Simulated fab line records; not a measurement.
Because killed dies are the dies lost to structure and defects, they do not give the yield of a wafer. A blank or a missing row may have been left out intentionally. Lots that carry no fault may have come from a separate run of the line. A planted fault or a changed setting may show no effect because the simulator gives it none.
fab line records	flow nand-harc	part 1 of 2: steps 1 to 4 of 6
record: lots: 20	wafers: 60	last-day: 33
route steps=1302 shown A_STAIRCASE@683
lots untouched by any fault: they come from a run of this same line in which no faults occurred
start-h: start of the lot's first displayed wafer, in hours after the record's first day	wait-h: time in hours since the lot's previous step	" the same as in the row above	L1.1+2: a single row standing in for several wafers	- no value, or no start was given	* or withheld: withheld	< > ~ a bound
route shown NAME@n: names a module that has steps shown in the file, with the first one's number in the route	usual: the fault-free wafers' mean and standard deviation	same: alike in all rows	chamber/n: place in a boat	sites: the reading at each site	_std_site: standard deviation across them	_edge_site: mean of outer sites minus mean of inner sites	radius-mm: for every site, how far away it sits from the centre of the wafer	mask NAME#n: copy n	behind: the most recent tool/chamber to have shaped the wafer	hold: reason for holding the lot/hours on hold/outcome of the hold	device: transistor that didn't switch, given as n, p or np	end of line: the same wafers' tests at the end of the route	a step without rows: its recipe alone	killed: count of dies lost to structure and defects at first sort (not the wafer's yield)	map: a wafer's dies, marking killed ones x, the rest . and places with no die _
set.NAME: the setting as run; set.NAME@STEP: as run at that earlier step	model.NAME: the simulator's own value behind a step, which no gauge read
a sample of lots followed through the steps of the route, with each step as a table and each wafer as a row
services: when a tool's chamber went out of use (start-h, in hours from the record's first day, below 0 if earlier), for how many hours, and the reason
== steps ==
step: NHARC_A_STAIRCASE_TRIM_26
recipe: time-s: 211.2	o2-flow-sccm: 500	ar-flow-sccm: 0	bias-w: 0	chemistry: O2
usual: chamber-pressure-mTorr: 59.99/0.058	drypump-motor-current-A: 5.8/0.55	oes-product-au: 1.002/0.0069	rf-vpp-V: 57.7/0.9	showerhead-plenum-p-Torr: 3.47/0.18	throttle-valve-pct: 17.037/0.0093
lot.wafer	tool	chamber	start-h	wait-h	chamber-pressure-mTorr	drypump-motor-current-A	oes-product-au	rf-hours-counter-h	rf-vpp-V	showerhead-plenum-p-Torr	throttle-valve-pct
L074.2	rie-diel-07	1	-	-	59.95	5.4	1.000	20	57.8	3.63	17.030
L074.4	"	2	"	"	59.88	6.2	0.999	19	57.5	3.30	17.034
L074.6	"	2	"	"	60.11	6.2	0.991	-	58.3	3.30	17.022
L075.1	rie-diel-06	3	-	-	59.99	6.7	0.995	16	57.6	3.45	17.044
L075.6	"	1	"	"	59.91	5.9	1.007	-	57.7	3.80	17.037
L075.5	"	2	"	"	59.91	6.3	1.002	-	58.3	3.63	17.031
L076.1	rie-diel-04	1	-	-	59.98	4.9	1.000	58	58.3	3.41	17.038
L076.3	"	2	"	"	60.04	6.0	1.011	59	57.0	3.37	17.030
L076.2	"	3	"	"	60.01	5.4	1.011	55	58.2	3.46	17.038
L077.2	rie-diel-04	1	-	-	59.90	4.9	1.010	2	58.1	3.41	17.051
L077.3	"	2	"	"	59.93	6.0	1.007	2	58.2	3.37	17.023
L077.4	"	1	"	"	60.01	4.9	1.007	-	58.2	3.41	17.042
L078.1	rie-diel-07	3	-	-	60.00	5.9	0.995	32	56.1	3.37	17.039
L078.2	"	0	"	"	60.01	6.4	0.998	34	58.4	3.31	17.047
L078.6	"	3	"	"	59.96	5.9	1.001	-	56.8	3.37	17.042
L080.1	rie-diel-07	3	-	-	60.01	5.8	1.003	34	57.2	3.37	17.034
L080.2	"	0	"	"	59.97	6.5	0.990	35	56.7	3.30	17.030
L080.4	"	1	"	"	59.98	5.4	0.994	36	57.6	3.62	17.040
L081.1	rie-diel-06	0	-	-	60.04	4.8	1.003	33	56.7	3.35	17.047
L081.5	"	2	"	"	60.05	6.3	1.004	-	58.6	3.62	17.036
L081.6	"	3	"	"	60.07	6.7	0.997	-	57.0	3.44	17.034
L085.1	rie-diel-04	0	-	-	60.05	5.4	1.006	27	56.8	3.29	17.032
L085.4	"	1	"	"	59.96	4.9	0.999	31	58.0	3.40	17.013
L085.6	"	0	"	"	60.01	5.5	1.001	-	55.7	3.29	17.038
L084.1	rie-diel-04	0	460.11	-	59.99	5.4	1.000	27	57.9	3.29	17.050
L084.2	"	2	"	"	59.92	6.1	1.002	31	57.8	3.35	17.039
L084.6	"	0	"	"	59.99	5.4	0.997	-	57.1	3.29	17.037
L083.4	rie-diel-06	1	-	-	59.98	5.9	1.014	42	58.3	3.78	17.036
L083.3	"	3	"	"	59.98	6.7	1.023	47	57.8	3.43	17.038
L083.2	"	0	"	"	60.09	4.9	1.007	45	56.9	3.35	17.037
L086.2	rie-diel-07	3	-	-	60.03	5.9	0.984	48	58.2	3.36	17.040
L086.4	"	0	"	"	59.85	6.5	1.004	54	57.1	3.29	17.050
L086.6	"	3	"	"	59.97	5.9	1.002	-	57.3	3.36	17.052
L089.3	rie-diel-07	3	-	-	59.99	5.9	1.000	9	57.3	3.36	17.028
L089.4	"	0	"	"	59.95	6.4	0.985	7	58.4	3.29	17.010
L089.6	"	1	"	"	60.06	5.4	0.996	-	57.1	3.61	17.049
L088.4	rie-diel-07	2	-	-	60.03	6.2	0.992	10	59.1	3.80	17.040
L088.5	"	1	"	"	60.01	5.4	0.991	-	58.1	3.60	17.022
L088.6	"	2	"	"	60.00	6.2	0.994	-	58.8	3.80	17.038
L090.2	rie-diel-06	1	-	-	59.95	5.9	0.999	8	58.2	3.78	17.032
L090.3	"	0	"	"	59.89	4.8	1.010	9	56.8	3.34	17.028
L090.6	"	1	"	"	59.99	5.9	0.991	-	58.7	3.77	17.033
L091.1	rie-diel-06	1	-	-	60.02	5.9	1.005	15	58.8	3.77	17.045
L091.5	"	1	"	"	59.98	5.9	1.016	-	58.6	3.77	17.025
L091.4	"	0	"	"	60.06	4.8	1.006	-	57.8	3.33	17.039
L092.3	rie-diel-06	2	-	-	59.90	6.3	0.998	14	56.9	3.60	17.056
L092.2	"	0	"	"	59.93	4.8	1.004	16	56.2	3.33	17.028
L092.4	"	2	"	"	60.00	6.3	1.009	-	58.4	3.60	17.036
L093.2	rie-diel-07	0	-	-	60.05	6.5	1.013	21	58.4	3.28	17.032
L093.4	"	2	"	"	59.97	6.3	1.008	29	58.4	3.79	17.051
L093.6	"	0	"	"	60.05	6.4	0.999	-	55.9	3.28	17.034
L094.1	rie-diel-07	1	-	-	60.08	5.4	0.997	27	59.3	3.59	17.027
L094.5	"	0	"	"	59.95	6.5	0.998	-	56.3	3.28	17.045
L094.6	"	1	"	"	60.05	5.4	0.998	-	59.1	3.59	17.041
L096.1	rie-diel-07	0	-	-	59.88	6.5	1.004	31	56.2	3.28	17.030
L096.6	"	2	"	"	60.11	6.3	0.999	-	58.6	3.78	17.040
L096.5	"	0	"	"	60.02	6.5	1.000	-	57.3	3.28	17.035
L097.2	rie-diel-06	0	-	-	59.89	4.8	1.013	32	56.3	3.33	17.032
L097.4	"	1	"	"	59.94	5.9	1.008	31	57.0	3.76	17.055
L097.6	"	3	"	"	60.01	6.7	0.993	-	58.1	3.42	17.041
step: NHARC_A_STAIRCASE_TRIM_191
recipe: time-s: 211.2	o2-flow-sccm: 500	ar-flow-sccm: 0	bias-w: 0	chemistry: O2
usual: chamber-pressure-mTorr: 60.01/0.054	drypump-motor-current-A: 5.8/0.63	oes-product-au: 1.002/0.0073	rf-vpp-V: 57.8/0.92	showerhead-plenum-p-Torr: 3.47/0.17	throttle-valve-pct: 17.036/0.0095
lot.wafer	tool	chamber	start-h	wait-h	chamber-pressure-mTorr	drypump-motor-current-A	oes-product-au	rf-hours-counter-h	rf-vpp-V	showerhead-plenum-p-Torr	throttle-valve-pct
L074.2	rie-diel-07	3	-	-	59.95	5.9	0.993	19	58.0	3.38	17.030
L074.4	"	0	"	"	60.03	6.4	1.008	17	56.8	3.31	17.041
L074.6	"	3	"	"	59.99	5.9	0.987	-	57.2	3.38	17.034
L075.1	rie-diel-06	0	-	-	60.09	4.8	0.993	19	57.2	3.36	17.021
L075.6	"	2	"	"	60.06	6.3	0.994	-	58.8	3.63	17.019
L075.5	"	3	"	"	60.09	6.7	1.004	-	58.1	3.45	17.035
L076.2	rie-diel-06	0	-	-	60.09	4.8	1.000	19	57.8	3.36	17.042
L076.3	"	1	"	"	60.03	6.0	1.013	15	59.0	3.80	17.049
L076.1	"	2	"	"	59.95	6.3	0.999	15	58.5	3.63	17.045
L077.2	rie-diel-04	1	-	-	59.92	4.9	1.005	3	58.0	3.41	17.037
L077.3	"	2	"	"	59.98	6.1	1.012	3	57.6	3.37	17.051
L077.4	"	0	"	"	59.93	5.4	1.006	-	57.1	3.31	17.016
L078.2	rie-diel-07	0	-	-	59.99	6.5	0.998	34	56.6	3.31	17.026
L078.1	"	1	"	"	60.13	5.4	0.990	35	58.3	3.62	17.038
L078.6	"	0	"	"	60.02	6.5	1.006	-	56.4	3.31	17.029
L080.2	rie-diel-06	2	-	-	59.99	6.3	1.001	28	59.2	3.62	17.047
L080.4	"	3	"	"	60.02	6.7	1.017	32	57.1	3.44	17.030
L080.1	"	1	"	"	59.98	5.9	1.006	26	59.8	3.79	17.053
L081.1	rie-diel-06	2	-	-	60.10	6.3	0.997	32	56.5	3.62	17.039
L081.6	"	1	"	"	60.09	5.9	1.015	-	58.5	3.79	17.049
L081.5	"	2	"	"	60.01	6.4	1.005	-	59.1	3.62	17.039
L085.4	rie-diel-06	1	-	-	60.04	5.9	1.007	41	58.7	3.78	17.032
L085.1	"	2	"	"	59.99	6.3	1.005	42	57.5	3.61	17.027
L085.6	"	2	"	"	59.93	6.4	1.006	-	58.2	3.61	17.017
L084.2	rie-diel-07	1	-	-	59.99	5.4	0.996	55	56.7	3.61	17.019
L084.1	"	2	"	"	60.10	6.2	1.009	56	57.3	3.28	17.032
L084.6	"	1	"	"	60.03	5.4	1.005	-	57.9	3.61	17.053
L083.2	rie-diel-04	1	-	-	60.08	4.9	0.997	32	58.1	3.40	17.020
L083.3	"	2	"	"	60.09	6.0	1.016	32	58.6	3.35	17.039
L083.4	"	3	"	"	60.02	5.4	0.996	13	58.3	3.45	17.022
L086.4	rie-diel-04	3	-	-	59.99	5.4	0.990	14	59.0	3.45	17.042
L086.2	"	1	"	"	59.97	4.9	0.988	33	58.5	3.39	17.033
L086.6	"	3	"	"	59.96	5.4	0.989	-	57.7	3.45	17.051
L089.3	rie-diel-06	3	-	-	59.97	6.7	1.009	1	57.9	3.43	17.028
L089.4	"	0	"	"	60.00	4.8	1.009	1	57.8	3.34	17.033
L089.6	"	0	"	"	60.08	4.8	1.010	-	58.5	3.34	17.028
L088.4	rie-diel-06	1	-	-	60.06	5.9	1.000	3	59.2	3.78	17.027
L088.6	"	3	"	"	59.99	6.7	1.023	-	57.4	3.42	17.033
L088.5	"	0	"	"	59.98	4.8	1.016	-	57.6	3.34	17.040
L090.3	rie-diel-04	0	-	-	59.98	5.5	0.997	49	57.4	3.28	17.035
L090.2	"	2	"	"	59.98	6.0	1.000	52	56.7	3.34	17.045
L090.6	"	0	"	"	60.08	5.4	0.992	-	57.3	3.28	17.034
L091.1	rie-diel-06	2	-	-	60.05	6.3	1.011	15	59.2	3.60	17.038
L091.4	"	1	"	"	59.90	5.9	1.005	-	58.8	3.77	17.034
L091.5	"	0	"	"	60.07	4.8	1.004	-	59.1	3.33	17.050
L092.2	rie-diel-06	3	-	-	60.09	6.7	1.000	3	56.7	3.42	17.040
L092.3	"	0	"	"	59.97	4.8	1.007	17	55.2	3.33	17.025
L092.4	"	1	"	"	59.97	6.0	1.003	16	57.9	3.77	17.038
L093.2	rie-diel-06	0	-	-	60.06	4.8	1.010	22	58.5	3.33	17.031
L093.4	"	1	"	"	59.93	5.9	1.000	22	58.5	3.77	17.043
L093.6	"	3	"	"	59.98	6.7	1.009	-	57.4	3.42	17.036
L094.1	rie-diel-07	2	-	-	59.96	6.2	1.005	32	59.5	3.79	17.015
L094.5	"	2	"	"	60.05	6.2	1.003	-	60.0	3.79	17.039
L094.6	"	3	"	"	60.02	5.9	1.006	-	57.1	3.34	17.039
L096.1	rie-diel-06	3	-	-	59.94	6.7	0.997	15	58.3	3.42	17.042
L096.6	"	2	"	"	59.93	6.4	1.000	-	57.9	3.59	17.048
L096.5	"	3	"	"	60.11	6.7	1.000	-	57.9	3.42	17.038
L097.4	rie-diel-07	0	-	-	59.98	6.4	0.992	34	57.5	3.28	17.035
L097.2	"	2	"	"	59.97	6.2	0.996	46	58.9	3.78	17.044
L097.6	"	3	"	"	60.03	5.9	1.005	-	58.3	3.34	17.026
step: NHARC_A_STAIRCASE_TRIM_200
recipe: time-s: 211.2	o2-flow-sccm: 500	ar-flow-sccm: 0	bias-w: 0	chemistry: O2
usual: chamber-pressure-mTorr: 59.99/0.057	drypump-motor-current-A: 5.8/0.61	oes-product-au: 1.002/0.0073	rf-vpp-V: 57.6/0.92	showerhead-plenum-p-Torr: 3.47/0.17	throttle-valve-pct: 17.036/0.0089
lot.wafer	tool	chamber	start-h	wait-h	chamber-pressure-mTorr	drypump-motor-current-A	oes-product-au	rf-hours-counter-h	rf-vpp-V	showerhead-plenum-p-Torr	throttle-valve-pct
L074.4	rie-diel-07	1	-	-	60.06	5.4	1.011	21	57.6	3.63	17.048
L074.2	"	2	"	"	59.90	6.2	1.007	20	56.4	3.30	17.024
L074.6	"	2	"	"	60.02	6.2	1.008	-	56.7	3.30	17.023
L075.1	rie-diel-07	3	-	-	60.05	5.9	0.998	24	56.4	3.37	17.016
L075.6	"	2	"	"	59.97	6.2	0.989	-	56.7	3.30	17.035
L075.5	"	3	"	"	60.02	5.9	1.005	-	58.0	3.37	17.037
L076.1	rie-diel-06	1	-	-	59.92	5.9	1.007	15	58.7	3.80	17.045
L076.2	"	3	"	"	59.95	6.7	0.999	20	57.7	3.45	17.036
L076.3	"	0	"	"	59.98	4.8	1.009	20	56.6	3.36	17.037
L077.2	rie-diel-07	3	-	-	59.96	5.8	0.994	28	57.1	3.37	17.041
L077.3	"	0	"	"	59.90	6.5	1.002	29	57.3	3.31	17.035
L077.4	"	1	"	"	60.01	5.4	0.996	31	57.2	3.62	17.034
L078.2	rie-diel-07	3	-	-	59.99	5.9	1.004	34	57.3	3.37	17.030
L078.1	"	2	"	"	60.02	6.2	0.989	35	58.8	3.29	17.028
L078.6	"	3	"	"	60.03	5.8	1.002	-	58.3	3.37	17.044
L080.1	rie-diel-06	0	-	-	60.11	4.8	1.004	30	58.2	3.36	17.045
L080.2	"	1	"	"	60.00	6.0	1.005	26	57.5	3.79	17.023
L080.4	"	2	"	"	59.92	6.3	1.004	28	56.9	3.62	17.049
L081.1	rie-diel-06	1	-	-	59.99	5.9	1.004	30	58.2	3.79	17.011
L081.5	"	3	"	"	59.98	6.7	1.010	-	57.7	3.44	17.043
L081.6	"	0	"	"	59.95	4.8	0.995	-	59.1	3.35	17.026
L084.2	rie-diel-04	0	-	-	59.93	5.4	0.992	28	56.6	3.29	17.060
L084.1	"	3	"	"	60.00	5.4	1.003	12	58.2	3.45	17.040
L084.6	"	0	"	"	60.02	5.4	0.991	-	57.5	3.29	17.040
L085.4	rie-diel-07	1	-	-	59.98	5.4	0.998	55	58.1	3.61	17.037
L085.1	"	2	"	"	59.99	6.2	1.003	56	56.1	3.28	17.028
L085.6	"	1	"	"	59.94	5.4	1.002	-	58.0	3.61	17.036
L083.3	rie-diel-06	2	-	-	60.00	6.3	1.006	44	59.3	3.61	17.039
L083.2	"	3	"	"	59.99	6.7	1.017	47	56.4	3.43	17.038
L083.4	"	1	"	"	60.04	5.9	1.013	42	60.3	3.78	17.038
L086.2	rie-diel-06	1	-	-	59.96	5.9	1.003	43	58.2	3.78	17.037
L086.4	"	3	"	"	60.04	6.7	1.011	48	57.5	3.43	17.036
L086.6	"	1	"	"	59.94	5.9	0.998	-	58.6	3.78	17.030
L089.4	rie-diel-04	1	-	-	59.99	4.8	0.991	-	55.9	3.39	17.036
L089.3	"	0	"	"	59.87	5.4	0.992	-	56.7	3.28	17.034
L089.6	"	0	"	"	59.97	5.4	1.004	-	58.0	3.28	17.028
L088.4	rie-diel-07	0	-	-	59.99	6.5	1.000	8	57.7	3.29	17.039
L088.6	"	3	"	"	60.05	5.9	1.000	-	56.6	3.35	17.041
L088.5	"	0	"	"	59.84	6.4	0.991	-	56.5	3.29	17.025
L090.3	rie-diel-04	2	-	-	60.04	6.0	1.010	53	56.1	3.34	17.040
L090.2	"	3	"	"	59.98	5.4	1.001	24	56.2	3.45	17.040
L090.6	"	3	"	"	60.04	5.4	1.003	-	57.2	3.45	17.048
L091.4	rie-diel-06	3	-	-	59.98	6.7	1.004	4	58.7	3.42	17.018
L091.1	"	0	"	"	60.02	4.8	1.009	17	59.0	3.33	17.042
L091.5	"	2	"	"	59.98	6.3	1.000	-	59.1	3.60	17.042
L092.4	rie-diel-06	0	-	-	60.01	4.8	1.000	18	56.8	3.33	17.041
L092.2	"	1	"	"	60.07	6.0	0.999	17	59.5	3.77	17.025
L092.3	"	3	"	"	60.05	6.7	1.009	5	56.4	3.42	17.044
L093.2	rie-diel-06	0	-	-	59.95	4.8	1.007	23	57.2	3.33	17.030
L093.4	"	1	"	"	59.90	5.9	1.011	22	58.4	3.77	17.043
L093.6	"	2	"	"	59.96	6.3	1.006	-	59.1	3.60	17.034
L094.1	rie-diel-06	1	-	-	60.10	6.0	1.014	23	58.5	3.77	17.042
L094.6	"	0	"	"	60.00	4.8	1.011	-	56.5	3.33	17.046
L094.5	"	1	"	"	59.93	5.9	0.995	-	59.2	3.77	17.031
L096.1	rie-diel-06	3	-	-	60.02	6.7	1.017	16	57.6	3.42	17.035
L096.5	"	2	"	"	60.02	6.3	1.013	-	58.4	3.59	17.036
L096.6	"	3	"	"	60.00	6.7	1.004	-	58.1	3.42	17.032
L097.4	rie-diel-07	0	-	-	60.05	6.4	1.002	34	57.2	3.28	17.035
L097.2	"	1	"	"	59.94	5.4	0.998	39	58.5	3.59	17.026
L097.6	"	1	"	"	60.11	5.4	1.007	-	57.8	3.59	17.042
step: NHARC_A_STAIRCASE_ETCH_201
recipe: target-depth-a: 1000	time-s: 40.5	ion-energy-ev: 400	c4f8-flow-sccm: 20	o2-flow-sccm: 10	ar-flow-sccm: withheld	rf-w: 600	bias-w: 1000	chemistry: C4F8/O2
usual: chamber-pressure-mTorr: 24.998/0.023	oes-product-au: 0.946/0.01	rf-vpp-V: 894/6.3
lot.wafer	tool	chamber	start-h	wait-h	chamber-pressure-mTorr	oes-product-au	rf-hours-counter-h	rf-vpp-V
L074.4	rie-diel-07	1	-	-	25.010	0.931	21	900
L074.2	"	0	"	"	25.035	0.947	18	886
L074.6	"	1	"	"	25.004	0.937	-	900
L075.1	rie-diel-07	2	-	-	25.002	0.939	23	887
L075.5	"	3	"	"	25.029	0.940	-	892
L075.6	"	0	"	"	24.986	0.963	-	888
L076.1	rie-diel-06	3	-	-	25.004	0.935	20	893
L076.2	"	1	"	"	25.029	0.937	15	907
L076.3	"	2	"	"	24.991	0.937	15	898
L077.2	rie-diel-07	3	-	-	25.029	0.945	28	890
L077.4	"	0	"	"	24.959	0.951	29	888
L077.3	"	2	"	"	24.982	0.950	30	887
L078.1	rie-diel-07	1	-	-	24.985	0.931	36	900
L078.2	"	2	"	"	24.989	0.935	35	888
L078.6	"	1	"	"	24.976	0.939	-	900
L080.4	rie-diel-06	1	-	-	24.988	0.959	26	906
L080.1	"	3	"	"	25.042	0.946	32	892
L080.2	"	0	"	"	25.010	0.934	30	889
L081.1	rie-diel-06	0	-	-	24.986	0.944	34	889
L081.5	"	2	"	"	24.985	0.948	-	899
L081.6	"	3	"	"	24.951	0.947	-	893
L084.2	rie-diel-04	1	-	-	24.985	0.935	32	892
L084.1	"	3	"	"	24.955	0.945	12	891
L084.6	"	0	"	"	25.025	0.942	-	887
L085.1	rie-diel-07	1	-	-	24.969	0.942	56	900
L085.4	"	2	"	"	25.008	0.933	56	887
L085.6	"	3	"	"	24.965	0.957	-	889
L083.2	rie-diel-06	3	-	-	25.006	0.944	47	893
L083.4	"	0	"	"	25.003	0.949	46	890
L083.3	"	1	"	"	24.971	0.950	43	905
L086.2	rie-diel-06	0	-	-	25.019	0.951	47	890
L086.4	"	2	"	"	25.008	0.972	45	899
L086.6	"	3	"	"	24.991	0.973	-	893
L089.3	rie-diel-04	1	-	-	25.024	0.921	47	890
L089.4	"	3	"	"	25.011	0.963	-	893
L089.6	"	0	"	"	25.005	0.931	-	888
L088.4	rie-diel-07	3	-	-	24.971	0.944	11	889
L088.5	"	2	"	"	25.012	0.951	-	906
L088.6	"	3	"	"	24.996	0.952	-	891
L090.3	rie-diel-04	0	-	-	25.002	0.937	49	886
L090.2	"	2	"	"	24.960	0.940	53	890
L090.6	"	1	"	"	24.974	0.941	-	890
L091.1	rie-diel-06	1	-	-	25.006	0.936	17	906
L091.4	"	2	"	"	24.985	0.935	16	898
L091.5	"	1	"	"	24.987	0.942	-	905
L092.3	rie-diel-06	1	-	-	24.985	0.948	17	905
L092.2	"	2	"	"	25.025	0.958	17	898
L092.4	"	3	"	"	24.986	0.943	5	892
L093.2	rie-diel-06	2	-	-	25.012	0.943	21	898
L093.4	"	1	"	"	24.977	0.941	22	905
L093.6	"	2	"	"	25.015	0.945	-	900
L094.1	rie-diel-06	3	-	-	25.004	0.956	10	891
L094.6	"	1	"	"	25.009	0.948	-	904
L094.5	"	2	"	"	25.007	0.965	-	899
L096.1	rie-diel-06	1	-	-	25.020	0.961	28	904
L096.6	"	1	"	"	25.032	0.945	-	904
L096.5	"	2	"	"	25.043	0.943	-	899
L097.2	rie-diel-07	1	-	-	25.045	0.926	39	899
L097.4	"	3	"	"	25.026	0.947	40	889
L097.6	"	0	"	"	24.942	0.932	-	886
